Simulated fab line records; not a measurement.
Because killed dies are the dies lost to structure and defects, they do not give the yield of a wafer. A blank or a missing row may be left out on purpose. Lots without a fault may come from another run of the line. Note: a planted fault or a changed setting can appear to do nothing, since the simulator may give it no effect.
fab line records / flow nand_harc
[record] lots = 12 wafers = 36 last_day = 24
route steps=1159 shown P_M1@305 P_M2@325 END@1159
lots that met no fault: taken from a fault-free run of the same line
start_h: the number of hours between the record's first day and the start of the first shown wafer of the lot / wait_h: hours from the lot's prior step to this one / " repeats the value in the row above / L1.1+2: a single row standing in for several wafers / - no value, or no start given / * or withheld: withheld / < > ~ a bound
route shown NAME@n: names a module that has steps shown in the file, with the first one's number in the route / usual: mean and standard deviation over wafers with no fault / same: alike in all rows / chamber/n: place in a boat / sites: readings site by site / _std_site: standard deviation across them / _edge_site: mean of outer sites minus mean of inner sites / radius_mm: how far each site lies from the wafer's centre / mask NAME#n: copy n / behind: the most recent tool/chamber to have shaped the wafer / hold: why the lot went on hold/how many hours it stayed there/how the hold came to an end / device: the n, p or np transistor that did not switch / end of line: the same wafers' tests at the end of the route / a step without rows: its recipe alone / killed: not the wafer's yield, but the dies lost to structure and defects at the first sort / map: a wafer's dies, marking killed ones x, the rest . and places with no die _
set.NAME: the setting as run; set.NAME@STEP: as run at that earlier step / model.NAME: the simulator's own value behind a step, which no gauge read
one table for each step of the route and one row for each wafer, over a sample of lots
services: when a tool's chamber went out of use (start_h, in hours from the record's first day, below 0 if earlier), for how many hours, and the reason
[[steps]]
[step NHARC_P_M1_DEGAS_29]
[recipe] temp_c = 250 time_s = 60
[usual] heater_power_w = 324/21
lot.wafer=L562.1 tool=pvd_sputter-01 chamber=- start_h=121.42 wait_h=- heater_power_w=305
lot.wafer=L562.3 tool=pvd_sputter-01 chamber=- start_h=121.42 wait_h=- heater_power_w=302
lot.wafer=L562.4 tool=pvd_sputter-01 chamber=- start_h=121.42 wait_h=- heater_power_w=318
lot.wafer=L561.3 tool=pvd_sputter-03 chamber=- start_h=126.87 wait_h=- heater_power_w=345
lot.wafer=L561.2 tool=pvd_sputter-03 chamber=- start_h=126.87 wait_h=- heater_power_w=329
lot.wafer=L561.1 tool=pvd_sputter-03 chamber=- start_h=126.87 wait_h=- heater_power_w=343
lot.wafer=L570.1 tool=pvd_sputter-03 chamber=- start_h=178.07 wait_h=- heater_power_w=343
lot.wafer=L570.2 tool=pvd_sputter-03 chamber=- start_h=178.07 wait_h=- heater_power_w=330
lot.wafer=L570.4 tool=pvd_sputter-03 chamber=- start_h=178.07 wait_h=- heater_power_w=340
lot.wafer=L573.4 tool=pvd_sputter-01 chamber=- start_h=200.67 wait_h=- heater_power_w=327
lot.wafer=L573.3 tool=pvd_sputter-01 chamber=- start_h=200.67 wait_h=- heater_power_w=304
lot.wafer=L573.6 tool=pvd_sputter-01 chamber=- start_h=200.67 wait_h=- heater_power_w=295
lot.wafer=L574.2 tool=pvd_sputter-02 chamber=- start_h=202.74 wait_h=- heater_power_w=314
lot.wafer=L574.4 tool=pvd_sputter-02 chamber=- start_h=202.74 wait_h=- heater_power_w=299
lot.wafer=L574.1 tool=pvd_sputter-02 chamber=- start_h=202.74 wait_h=- heater_power_w=323
lot.wafer=L576.2 tool=pvd_sputter-01 chamber=- start_h=209.43 wait_h=- heater_power_w=359
lot.wafer=L576.4 tool=pvd_sputter-01 chamber=- start_h=209.43 wait_h=- heater_power_w=329
lot.wafer=L576.3 tool=pvd_sputter-01 chamber=- start_h=209.43 wait_h=- heater_power_w=308
lot.wafer=L577.3 tool=pvd_sputter-03 chamber=- start_h=210.93 wait_h=- heater_power_w=341
lot.wafer=L577.5 tool=pvd_sputter-03 chamber=- start_h=210.93 wait_h=- heater_power_w=334
lot.wafer=L577.6 tool=pvd_sputter-03 chamber=- start_h=210.93 wait_h=- heater_power_w=339
lot.wafer=L579.1 tool=pvd_sputter-01 chamber=- start_h=230.90 wait_h=- heater_power_w=365
lot.wafer=L579.2 tool=pvd_sputter-01 chamber=- start_h=230.90 wait_h=- heater_power_w=334
lot.wafer=L579.6 tool=pvd_sputter-01 chamber=- start_h=230.90 wait_h=- heater_power_w=302
lot.wafer=L578.4 tool=pvd_sputter-02 chamber=- start_h=231.26 wait_h=- heater_power_w=292
lot.wafer=L578.3 tool=pvd_sputter-02 chamber=- start_h=231.26 wait_h=- heater_power_w=333
lot.wafer=L578.5 tool=pvd_sputter-02 chamber=- start_h=231.26 wait_h=- heater_power_w=294
lot.wafer=L580.3 tool=pvd_sputter-01 chamber=- start_h=232.99 wait_h=- heater_power_w=298
lot.wafer=L580.4 tool=pvd_sputter-01 chamber=- start_h=232.99 wait_h=- heater_power_w=364
lot.wafer=L580.5 tool=pvd_sputter-01 chamber=- start_h=232.99 wait_h=- heater_power_w=307
lot.wafer=L581.3 tool=pvd_sputter-02 chamber=- start_h=240.87 wait_h=- heater_power_w=320
lot.wafer=L581.4 tool=pvd_sputter-02 chamber=- start_h=240.87 wait_h=- heater_power_w=326
lot.wafer=L581.6 tool=pvd_sputter-02 chamber=- start_h=240.87 wait_h=- heater_power_w=324
lot.wafer=L582.4 tool=pvd_sputter-01 chamber=- start_h=247.83 wait_h=- heater_power_w=365
lot.wafer=L582.1 tool=pvd_sputter-01 chamber=- start_h=247.83 wait_h=- heater_power_w=327
lot.wafer=L582.6 tool=pvd_sputter-01 chamber=- start_h=247.83 wait_h=- heater_power_w=306
[step NHARC_P_M1_INSPECT_27]
[usual] raw_defect_count = 302/130
lot.wafer=L562.1 tool=defect_inspect-02 chamber=- start_h=122.98 wait_h=0.0 raw_defect_count=189
lot.wafer=L562.3 tool=defect_inspect-02 chamber=- start_h=122.98 wait_h=0.0 raw_defect_count=157
lot.wafer=L562.4 tool=defect_inspect-02 chamber=- start_h=122.98 wait_h=0.0 raw_defect_count=138
lot.wafer=L561.1 tool=defect_inspect-02 chamber=- start_h=128.51 wait_h=0.0 raw_defect_count=224
lot.wafer=L561.2 tool=defect_inspect-02 chamber=- start_h=128.51 wait_h=0.0 raw_defect_count=189
lot.wafer=L561.3 tool=defect_inspect-02 chamber=- start_h=128.51 wait_h=0.0 raw_defect_count=232
lot.wafer=L570.1 tool=defect_inspect-01 chamber=- start_h=179.62 wait_h=0.0 raw_defect_count=330
lot.wafer=L570.2 tool=defect_inspect-01 chamber=- start_h=179.62 wait_h=0.0 raw_defect_count=330
lot.wafer=L570.4 tool=defect_inspect-01 chamber=- start_h=179.62 wait_h=0.0 raw_defect_count=296
lot.wafer=L573.3 tool=defect_inspect-01 chamber=- start_h=202.22 wait_h=0.0 raw_defect_count=402
lot.wafer=L573.4 tool=defect_inspect-01 chamber=- start_h=202.22 wait_h=0.0 raw_defect_count=152
lot.wafer=L573.6 tool=defect_inspect-01 chamber=- start_h=202.22 wait_h=0.0 raw_defect_count=218
lot.wafer=L574.1 tool=defect_inspect-01 chamber=- start_h=204.34 wait_h=0.0 raw_defect_count=189
lot.wafer=L574.2 tool=defect_inspect-01 chamber=- start_h=204.34 wait_h=0.0 raw_defect_count=388
lot.wafer=L574.4 tool=defect_inspect-01 chamber=- start_h=204.34 wait_h=0.0 raw_defect_count=194
lot.wafer=L576.2 tool=defect_inspect-02 chamber=- start_h=211.00 wait_h=0.0 raw_defect_count=343
lot.wafer=L576.3 tool=defect_inspect-02 chamber=- start_h=211.00 wait_h=0.0 raw_defect_count=282
lot.wafer=L576.4 tool=defect_inspect-02 chamber=- start_h=211.00 wait_h=0.0 raw_defect_count=267
lot.wafer=L577.3 tool=defect_inspect-01 chamber=- start_h=212.48 wait_h=0.0 raw_defect_count=241
lot.wafer=L577.5 tool=defect_inspect-01 chamber=- start_h=212.48 wait_h=0.0 raw_defect_count=338
lot.wafer=L577.6 tool=defect_inspect-01 chamber=- start_h=212.48 wait_h=0.0 raw_defect_count=473
lot.wafer=L579.1 tool=defect_inspect-01 chamber=- start_h=232.45 wait_h=0.0 raw_defect_count=219
lot.wafer=L579.2 tool=defect_inspect-01 chamber=- start_h=232.45 wait_h=0.0 raw_defect_count=265
lot.wafer=L579.6 tool=defect_inspect-01 chamber=- start_h=232.45 wait_h=0.0 raw_defect_count=332
lot.wafer=L578.3 tool=defect_inspect-02 chamber=- start_h=232.80 wait_h=0.0 raw_defect_count=479
lot.wafer=L578.4 tool=defect_inspect-02 chamber=- start_h=232.80 wait_h=0.0 raw_defect_count=229
lot.wafer=L578.5 tool=defect_inspect-02 chamber=- start_h=232.80 wait_h=0.0 raw_defect_count=525
lot.wafer=L580.3 tool=defect_inspect-01 chamber=- start_h=234.54 wait_h=0.0 raw_defect_count=712
lot.wafer=L580.4 tool=defect_inspect-01 chamber=- start_h=234.54 wait_h=0.0 raw_defect_count=291
lot.wafer=L580.5 tool=defect_inspect-01 chamber=- start_h=234.54 wait_h=0.0 raw_defect_count=179
lot.wafer=L581.3 tool=defect_inspect-02 chamber=- start_h=242.49 wait_h=0.0 raw_defect_count=143
lot.wafer=L581.4 tool=defect_inspect-02 chamber=- start_h=242.49 wait_h=0.0 raw_defect_count=161
lot.wafer=L581.6 tool=defect_inspect-02 chamber=- start_h=242.49 wait_h=0.0 raw_defect_count=195
lot.wafer=L582.1 tool=defect_inspect-02 chamber=- start_h=249.41 wait_h=0.0 raw_defect_count=676
lot.wafer=L582.4 tool=defect_inspect-02 chamber=- start_h=249.41 wait_h=0.0 raw_defect_count=502
lot.wafer=L582.6 tool=defect_inspect-02 chamber=- start_h=249.41 wait_h=0.0 raw_defect_count=410
[step NHARC_P_M2_EXPOSE_06]
[recipe] na = 1.35 target_cd_nm = 170 dose_mj = 80.78 mask_id = P_M2
[usual] focus_offset_nm = -0.1/0.5 stage_vel_mm_s = 500.01/0.25
lot.wafer=L562.1 tool=arfi_scanner-03 chamber=0 start_h=124.23 wait_h=- mask=P_M2#0 focus_offset_nm=0.6 stage_vel_mm_s=499.80
lot.wafer=L562.3 tool=arfi_scanner-03 chamber=0 start_h=124.23 wait_h=- mask=P_M2#0 focus_offset_nm=1.3 stage_vel_mm_s=499.97
lot.wafer=L562.4 tool=arfi_scanner-03 chamber=0 start_h=124.23 wait_h=- mask=P_M2#0 focus_offset_nm=0.4 stage_vel_mm_s=499.89
lot.wafer=L561.1 tool=arfi_scanner-01 chamber=0 start_h=129.77 wait_h=- mask=P_M2#0 focus_offset_nm=-0.1 stage_vel_mm_s=499.80
lot.wafer=L561.2 tool=arfi_scanner-01 chamber=0 start_h=129.77 wait_h=- mask=P_M2#0 focus_offset_nm=0.2 stage_vel_mm_s=499.71
lot.wafer=L561.3 tool=arfi_scanner-01 chamber=0 start_h=129.77 wait_h=- mask=P_M2#0 focus_offset_nm=-0.3 stage_vel_mm_s=499.78
lot.wafer=L570.1 tool=arfi_scanner-02 chamber=0 start_h=180.91 wait_h=- mask=P_M2#0 focus_offset_nm=-0.3 stage_vel_mm_s=499.66
lot.wafer=L570.2 tool=arfi_scanner-02 chamber=0 start_h=180.91 wait_h=- mask=P_M2#0 focus_offset_nm=0.4 stage_vel_mm_s=499.92
lot.wafer=L570.4 tool=arfi_scanner-02 chamber=0 start_h=180.91 wait_h=- mask=P_M2#0 focus_offset_nm=0.4 stage_vel_mm_s=499.89
lot.wafer=L573.3 tool=arfi_scanner-01 chamber=0 start_h=203.39 wait_h=- mask=P_M2#0 focus_offset_nm=-0.2 stage_vel_mm_s=500.02
lot.wafer=L573.4 tool=arfi_scanner-01 chamber=0 start_h=203.39 wait_h=- mask=P_M2#0 focus_offset_nm=-0.1 stage_vel_mm_s=500.28
lot.wafer=L573.6 tool=arfi_scanner-01 chamber=0 start_h=203.39 wait_h=- mask=P_M2#0 focus_offset_nm=-0.3 stage_vel_mm_s=499.72
lot.wafer=L574.1 tool=arfi_scanner-03 chamber=0 start_h=205.96 wait_h=- mask=P_M2#0 focus_offset_nm=0.2 stage_vel_mm_s=499.88
lot.wafer=L574.2 tool=arfi_scanner-03 chamber=0 start_h=205.96 wait_h=- mask=P_M2#0 focus_offset_nm=-0.6 stage_vel_mm_s=499.96
lot.wafer=L574.4 tool=arfi_scanner-03 chamber=0 start_h=205.96 wait_h=- mask=P_M2#0 focus_offset_nm=-0.2 stage_vel_mm_s=499.52
lot.wafer=L576.2 tool=arfi_scanner-01 chamber=0 start_h=212.26 wait_h=- mask=P_M2#0 focus_offset_nm=-0.6 stage_vel_mm_s=499.76
lot.wafer=L576.3 tool=arfi_scanner-01 chamber=0 start_h=212.26 wait_h=- mask=P_M2#0 focus_offset_nm=0.1 stage_vel_mm_s=500.25
lot.wafer=L576.4 tool=arfi_scanner-01 chamber=0 start_h=212.26 wait_h=- mask=P_M2#0 focus_offset_nm=-0.3 stage_vel_mm_s=500.07
lot.wafer=L577.3 tool=arfi_scanner-03 chamber=0 start_h=213.74 wait_h=- mask=P_M2#0 focus_offset_nm=0.6 stage_vel_mm_s=500.30
lot.wafer=L577.5 tool=arfi_scanner-03 chamber=0 start_h=213.74 wait_h=- mask=P_M2#0 focus_offset_nm=0.6 stage_vel_mm_s=500.48
lot.wafer=L577.6 tool=arfi_scanner-03 chamber=0 start_h=213.74 wait_h=- mask=P_M2#0 focus_offset_nm=0.0 stage_vel_mm_s=500.39
lot.wafer=L579.1 tool=arfi_scanner-03 chamber=0 start_h=233.58 wait_h=- mask=P_M2#0 focus_offset_nm=-0.2 stage_vel_mm_s=499.97
lot.wafer=L579.2 tool=arfi_scanner-03 chamber=0 start_h=233.58 wait_h=- mask=P_M2#0 focus_offset_nm=-0.2 stage_vel_mm_s=500.00
lot.wafer=L579.6 tool=arfi_scanner-03 chamber=0 start_h=233.58 wait_h=- mask=P_M2#0 focus_offset_nm=-0.9 stage_vel_mm_s=500.01
lot.wafer=L578.3 tool=arfi_scanner-03 chamber=0 start_h=233.94 wait_h=- mask=P_M2#0 focus_offset_nm=-0.7 stage_vel_mm_s=500.28
lot.wafer=L578.4 tool=arfi_scanner-03 chamber=0 start_h=233.94 wait_h=- mask=P_M2#0 focus_offset_nm=-0.3 stage_vel_mm_s=500.02
lot.wafer=L578.5 tool=arfi_scanner-03 chamber=0 start_h=233.94 wait_h=- mask=P_M2#0 focus_offset_nm=-0.2 stage_vel_mm_s=499.89
lot.wafer=L580.3 tool=arfi_scanner-03 chamber=0 start_h=235.68 wait_h=- mask=P_M2#0 focus_offset_nm=0.0 stage_vel_mm_s=500.20
lot.wafer=L580.4 tool=arfi_scanner-03 chamber=0 start_h=235.68 wait_h=- mask=P_M2#0 focus_offset_nm=0.4 stage_vel_mm_s=500.07
lot.wafer=L580.5 tool=arfi_scanner-03 chamber=0 start_h=235.68 wait_h=- mask=P_M2#0 focus_offset_nm=0.4 stage_vel_mm_s=499.85
lot.wafer=L581.3 tool=arfi_scanner-01 chamber=0 start_h=244.02 wait_h=- mask=P_M2#0 focus_offset_nm=-1.0 stage_vel_mm_s=500.32
lot.wafer=L581.4 tool=arfi_scanner-01 chamber=0 start_h=244.02 wait_h=- mask=P_M2#0 focus_offset_nm=-0.2 stage_vel_mm_s=500.05
lot.wafer=L581.6 tool=arfi_scanner-01 chamber=0 start_h=244.02 wait_h=- mask=P_M2#0 focus_offset_nm=0.0 stage_vel_mm_s=500.28
lot.wafer=L582.1 tool=arfi_scanner-01 chamber=0 start_h=250.81 wait_h=- mask=P_M2#0 focus_offset_nm=-0.3 stage_vel_mm_s=500.44
lot.wafer=L582.4 tool=arfi_scanner-01 chamber=0 start_h=250.81 wait_h=- mask=P_M2#0 focus_offset_nm=0.1 stage_vel_mm_s=500.09
lot.wafer=L582.6 tool=arfi_scanner-01 chamber=0 start_h=250.81 wait_h=- mask=P_M2#0 focus_offset_nm=0.2 stage_vel_mm_s=500.17
[step NHARC_P_M2_CD_MEAS_09]
[recipe] target_cd_nm = 170 landing_energy_ev = 500
[usual] cd_nm = 170.0/0.49
lot.wafer=L562.1 tool=cd_sem-03 chamber=0 start_h=124.37 wait_h=- cd_nm=169.6
lot.wafer=L562.3 tool=cd_sem-03 chamber=0 start_h=124.37 wait_h=- cd_nm=169.3
lot.wafer=L562.4 tool=cd_sem-03 chamber=0 start_h=124.37 wait_h=- cd_nm=169.6
lot.wafer=L561.1 tool=cd_sem-01 chamber=0 start_h=129.91 wait_h=- cd_nm=169.8
lot.wafer=L561.2 tool=cd_sem-01 chamber=0 start_h=129.91 wait_h=- cd_nm=170.1
lot.wafer=L561.3 tool=cd_sem-01 chamber=0 start_h=129.91 wait_h=- cd_nm=170.5
lot.wafer=L570.1 tool=cd_sem-01 chamber=0 start_h=181.05 wait_h=- cd_nm=170.2
lot.wafer=L570.2 tool=cd_sem-01 chamber=0 start_h=181.05 wait_h=- cd_nm=178.7
lot.wafer=L570.4 tool=cd_sem-01 chamber=0 start_h=181.05 wait_h=- cd_nm=170.3
lot.wafer=L573.3 tool=cd_sem-02 chamber=0 start_h=203.53 wait_h=- cd_nm=170.2
lot.wafer=L573.4 tool=cd_sem-02 chamber=0 start_h=203.53 wait_h=- cd_nm=170.2
lot.wafer=L573.6 tool=cd_sem-02 chamber=0 start_h=203.53 wait_h=- cd_nm=169.6
lot.wafer=L574.1 tool=cd_sem-01 chamber=0 start_h=206.10 wait_h=- cd_nm=169.3
lot.wafer=L574.2 tool=cd_sem-01 chamber=0 start_h=206.10 wait_h=- cd_nm=170.6
lot.wafer=L574.4 tool=cd_sem-01 chamber=0 start_h=206.10 wait_h=- cd_nm=170.2
lot.wafer=L576.2 tool=cd_sem-03 chamber=0 start_h=212.40 wait_h=- cd_nm=169.7
lot.wafer=L576.3 tool=cd_sem-03 chamber=0 start_h=212.40 wait_h=- cd_nm=170.0
lot.wafer=L576.4 tool=cd_sem-03 chamber=0 start_h=212.40 wait_h=- cd_nm=169.5
lot.wafer=L577.3 tool=cd_sem-03 chamber=0 start_h=213.88 wait_h=- cd_nm=171.1
lot.wafer=L577.5 tool=cd_sem-03 chamber=0 start_h=213.88 wait_h=- cd_nm=170.1
lot.wafer=L577.6 tool=cd_sem-03 chamber=0 start_h=213.88 wait_h=- cd_nm=169.9
lot.wafer=L579.1 tool=cd_sem-01 chamber=0 start_h=233.72 wait_h=- cd_nm=169.8
lot.wafer=L579.2 tool=cd_sem-01 chamber=0 start_h=233.72 wait_h=- cd_nm=170.1
lot.wafer=L579.6 tool=cd_sem-01 chamber=0 start_h=233.72 wait_h=- cd_nm=170.3
lot.wafer=L578.3 tool=cd_sem-02 chamber=0 start_h=234.08 wait_h=- cd_nm=170.6
lot.wafer=L578.4 tool=cd_sem-02 chamber=0 start_h=234.08 wait_h=- cd_nm=170.9
lot.wafer=L578.5 tool=cd_sem-02 chamber=0 start_h=234.08 wait_h=- cd_nm=170.2
lot.wafer=L580.3 tool=cd_sem-03 chamber=0 start_h=235.82 wait_h=- cd_nm=170.2
lot.wafer=L580.4 tool=cd_sem-03 chamber=0 start_h=235.82 wait_h=- cd_nm=170.1
lot.wafer=L580.5 tool=cd_sem-03 chamber=0 start_h=235.82 wait_h=- cd_nm=170.2
lot.wafer=L581.3 tool=cd_sem-01 chamber=0 start_h=244.16 wait_h=- cd_nm=169.4
lot.wafer=L581.4 tool=cd_sem-01 chamber=0 start_h=244.16 wait_h=- cd_nm=169.4
lot.wafer=L581.6 tool=cd_sem-01 chamber=0 start_h=244.16 wait_h=- cd_nm=168.7
lot.wafer=L582.1 tool=cd_sem-03 chamber=0 start_h=250.95 wait_h=- cd_nm=170.3
lot.wafer=L582.4 tool=cd_sem-03 chamber=0 start_h=250.95 wait_h=- cd_nm=170.4
lot.wafer=L582.6 tool=cd_sem-03 chamber=0 start_h=250.95 wait_h=- cd_nm=169.7
[step NHARC_P_M2_DEGAS_29]
[recipe] temp_c = 250 time_s = 60
[usual] heater_power_w = 320/21
lot.wafer=L562.3 tool=pvd_sputter-03 chamber=- start_h=125.58 wait_h=- heater_power_w=338
lot.wafer=L562.4 tool=pvd_sputter-03 chamber=- start_h=125.58 wait_h=- heater_power_w=342
lot.wafer=L562.1 tool=pvd_sputter-03 chamber=- start_h=125.58 wait_h=- heater_power_w=329
lot.wafer=L561.1 tool=pvd_sputter-01 chamber=- start_h=131.53 wait_h=- heater_power_w=294
lot.wafer=L561.2 tool=pvd_sputter-01 chamber=- start_h=131.53 wait_h=- heater_power_w=318
lot.wafer=L561.3 tool=pvd_sputter-01 chamber=- start_h=131.53 wait_h=- heater_power_w=305
lot.wafer=L570.1 tool=pvd_sputter-01 chamber=- start_h=182.46 wait_h=- heater_power_w=298
lot.wafer=L570.4 tool=pvd_sputter-01 chamber=- start_h=182.46 wait_h=- heater_power_w=353
lot.wafer=L570.2 tool=pvd_sputter-01 chamber=- start_h=182.46 wait_h=- heater_power_w=296
lot.wafer=L573.4 tool=pvd_sputter-02 chamber=- start_h=204.90 wait_h=- heater_power_w=311
lot.wafer=L573.3 tool=pvd_sputter-02 chamber=- start_h=204.90 wait_h=- heater_power_w=314
lot.wafer=L573.6 tool=pvd_sputter-02 chamber=- start_h=204.90 wait_h=- heater_power_w=312
lot.wafer=L574.4 tool=pvd_sputter-01 chamber=- start_h=207.32 wait_h=- heater_power_w=323
lot.wafer=L574.1 tool=pvd_sputter-01 chamber=- start_h=207.32 wait_h=- heater_power_w=297
lot.wafer=L574.2 tool=pvd_sputter-01 chamber=- start_h=207.32 wait_h=- heater_power_w=360
lot.wafer=L576.3 tool=pvd_sputter-02 chamber=- start_h=213.68 wait_h=- heater_power_w=291
lot.wafer=L576.2 tool=pvd_sputter-02 chamber=- start_h=213.68 wait_h=- heater_power_w=305
lot.wafer=L576.4 tool=pvd_sputter-02 chamber=- start_h=213.68 wait_h=- heater_power_w=307
lot.wafer=L577.3 tool=pvd_sputter-01 chamber=- start_h=215.15 wait_h=- heater_power_w=323
lot.wafer=L577.6 tool=pvd_sputter-01 chamber=- start_h=215.15 wait_h=- heater_power_w=366
lot.wafer=L577.5 tool=pvd_sputter-01 chamber=- start_h=215.15 wait_h=- heater_power_w=301
lot.wafer=L579.2 tool=pvd_sputter-02 chamber=- start_h=235.13 wait_h=- heater_power_w=285
lot.wafer=L579.1 tool=pvd_sputter-02 chamber=- start_h=235.13 wait_h=- heater_power_w=306
lot.wafer=L579.6 tool=pvd_sputter-02 chamber=- start_h=235.13 wait_h=- heater_power_w=330
lot.wafer=L578.4 tool=pvd_sputter-02 chamber=- start_h=235.73 wait_h=- heater_power_w=312
lot.wafer=L578.3 tool=pvd_sputter-02 chamber=- start_h=235.73 wait_h=- heater_power_w=320
lot.wafer=L578.5 tool=pvd_sputter-02 chamber=- start_h=235.73 wait_h=- heater_power_w=286
lot.wafer=L580.3 tool=pvd_sputter-03 chamber=- start_h=237.10 wait_h=- heater_power_w=333
lot.wafer=L580.4 tool=pvd_sputter-03 chamber=- start_h=237.10 wait_h=- heater_power_w=339
lot.wafer=L580.5 tool=pvd_sputter-03 chamber=- start_h=237.10 wait_h=- heater_power_w=323
lot.wafer=L581.3 tool=pvd_sputter-02 chamber=- start_h=245.38 wait_h=- heater_power_w=293
lot.wafer=L581.4 tool=pvd_sputter-02 chamber=- start_h=245.38 wait_h=- heater_power_w=315
lot.wafer=L581.6 tool=pvd_sputter-02 chamber=- start_h=245.38 wait_h=- heater_power_w=330
lot.wafer=L582.1 tool=pvd_sputter-03 chamber=- start_h=252.23 wait_h=- heater_power_w=348
lot.wafer=L582.4 tool=pvd_sputter-03 chamber=- start_h=252.23 wait_h=- heater_power_w=341
lot.wafer=L582.6 tool=pvd_sputter-03 chamber=- start_h=252.23 wait_h=- heater_power_w=344
[step NHARC_END_SORT_01]
[recipe] temp_c = 25
[usual] defect_limited_yield = 95.4/1.4 killed_at_array = 27/10 killed_at_other = 0.6/1 killed_at_periphery = 3.4/2.7 killed_dies = 31/9.7 killed_open = 3.4/1.7 killed_short = 2.2/1.5 sort_bin_2_pct = 1.4/0.57 sort_bin_3_pct = 0.25/0.23 sort_bin_4_pct = 3.0/0.94 sort_n_pass = 646/9.7 sort_rim_yield_pct = 95.3/3 sort_yield_pct = 95.4/1.4
[same] gross_dies = 677 sort_bin_5_pct[%] = 0 sort_bin_6_pct[%] = 0 sort_bin_7_pct[%] = 0 sort_bin_8_pct[%] = 0 sort_rim_n_gross = 106.00
lot.wafer=L580.3 tool=prober-02 chamber=0 start_h=556.54 wait_h=3.1 defect_limited_yield[%]=96.2 killed_at_array=17 killed_at_other=0 killed_at_periphery=9 killed_dies=26 killed_open=2 killed_short=6 sort_bin_2_pct[%]=0.9 sort_bin_3_pct[%]=0.15 sort_bin_4_pct[%]=2.8 sort_n_pass=651 sort_rim_yield_pct[%]=97.2 sort_yield_pct[%]=96.2
lot.wafer=L580.4 tool=prober-02 chamber=0 start_h=557.35 wait_h=3.4 defect_limited_yield[%]=95.7 killed_at_array=25 killed_at_other=0 killed_at_periphery=4 killed_dies=29 killed_open=5 killed_short=3 sort_bin_2_pct[%]=1.5 sort_bin_3_pct[%]=0.15 sort_bin_4_pct[%]=2.7 sort_n_pass=648 sort_rim_yield_pct[%]=97.2 sort_yield_pct[%]=95.7
lot.wafer=L580.5 tool=prober-02 chamber=0 start_h=558.17 wait_h=3.8 defect_limited_yield[%]=95.4 killed_at_array=21 killed_at_other=1 killed_at_periphery=9 killed_dies=31 killed_open=2 killed_short=1 sort_bin_2_pct[%]=1.3 sort_bin_3_pct[%]=0.30 sort_bin_4_pct[%]=3.0 sort_n_pass=646 sort_rim_yield_pct[%]=99.1 sort_yield_pct[%]=95.4
// killed by level:class
L580.3 A_CONTACT:chamber_film_flake=4 P_STI:chamber_film_flake=3 P_GATE:chamber_film_flake=3 A_STAIRCASE:chamber_film_flake=3 A_CHANNEL_HOLE_D1:chamber_film_flake=2 P_M1:geometric_particle:open=1 A_ONON_D1:geometric_particle:short=1 A_CHANNEL_FILL_D1:geometric_particle:short=1
L580.4 A_STAIRCASE:chamber_film_flake=6 A_CHANNEL_HOLE_D1:chamber_film_flake=5 A_CONTACT:chamber_film_flake=3 A_CHANNEL_HOLE_D1:geometric_particle:open=2 A_CHANNEL_FILL_D1:geometric_particle:open=2 A_CONTACT:geometric_particle:short=2 P_GATE:chamber_film_flake=2 A_SGD_CUT:chamber_film_flake=2
L580.5 A_CHANNEL_HOLE_D1:chamber_film_flake=9 P_STI:chamber_film_flake=6 A_STAIRCASE:chamber_film_flake=5 A_WL_FILL:geometric_particle:open=2 P_GATE:chamber_film_flake=2 A_CHANNEL_FILL_D1:chamber_film_flake=2 A_SGD_CUT:chamber_film_flake=2 P_GATE:geometric_particle:short=1
[[services]]
tool=pvd_sputter-03 chamber=- start_h=102.00 hours=10.0 kind=pm
tool=arfi_scanner-01 chamber=- start_h=108.19 hours=1.9 kind=repair
tool=arfi_scanner-03 chamber=0 start_h=109.66 hours=- kind=calibration
tool=arfi_scanner-01 chamber=- start_h=136.42 hours=3.0 kind=repair
tool=arfi_scanner-03 chamber=- start_h=140.00 hours=4.0 kind=pm
tool=arfi_scanner-01 chamber=- start_h=154.66 hours=0.5 kind=repair
tool=pvd_sputter-01 chamber=- start_h=158.05 hours=10.0 kind=pm
tool=pvd_sputter-03 chamber=- start_h=162.06 hours=2.9 kind=repair
tool=arfi_scanner-01 chamber=- start_h=165.84 hours=1.0 kind=repair
tool=arfi_scanner-01 chamber=- start_h=168.32 hours=0.5 kind=repair
tool=arfi_scanner-02 chamber=0 start_h=185.19 hours=- kind=calibration
tool=arfi_scanner-01 chamber=- start_h=196.00 hours=4.0 kind=pm
tool=pvd_sputter-02 chamber=- start_h=214.00 hours=10.0 kind=pm
tool=pvd_sputter-03 chamber=- start_h=221.09 hours=3.8 kind=repair
tool=arfi_scanner-01 chamber=- start_h=233.66 hours=1.3 kind=repair
tool=arfi_scanner-02 chamber=- start_h=242.66 hours=4.4 kind=repair
tool=pvd_sputter-02 chamber=- start_h=252.03 hours=16.4 kind=repair
[[key]]
[first_sign] step = NHARC_P_M2_CD_MEAS_09 reading = cd_nm direction = up sigmas = 17 usual = 170.0 struck = 178.7
effect none on later readings
met_at NHARC_P_M2_EXPOSE_06
struck_lots L570
struck_wafers L570.2
not_acting_at NHARC_P_M1_DEGAS_29,NHARC_P_M1_INSPECT_27,NHARC_P_M2_DEGAS_29
[fault] kind = process_parameter_drift tool = arfi_scanner-02 chamber = - onset_h = 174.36 steps = NHARC_P_M2_EXPOSE_06 channel = focus_nm offset = 87.249 shape = step end_h = 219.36 scope = struck_wafers_only
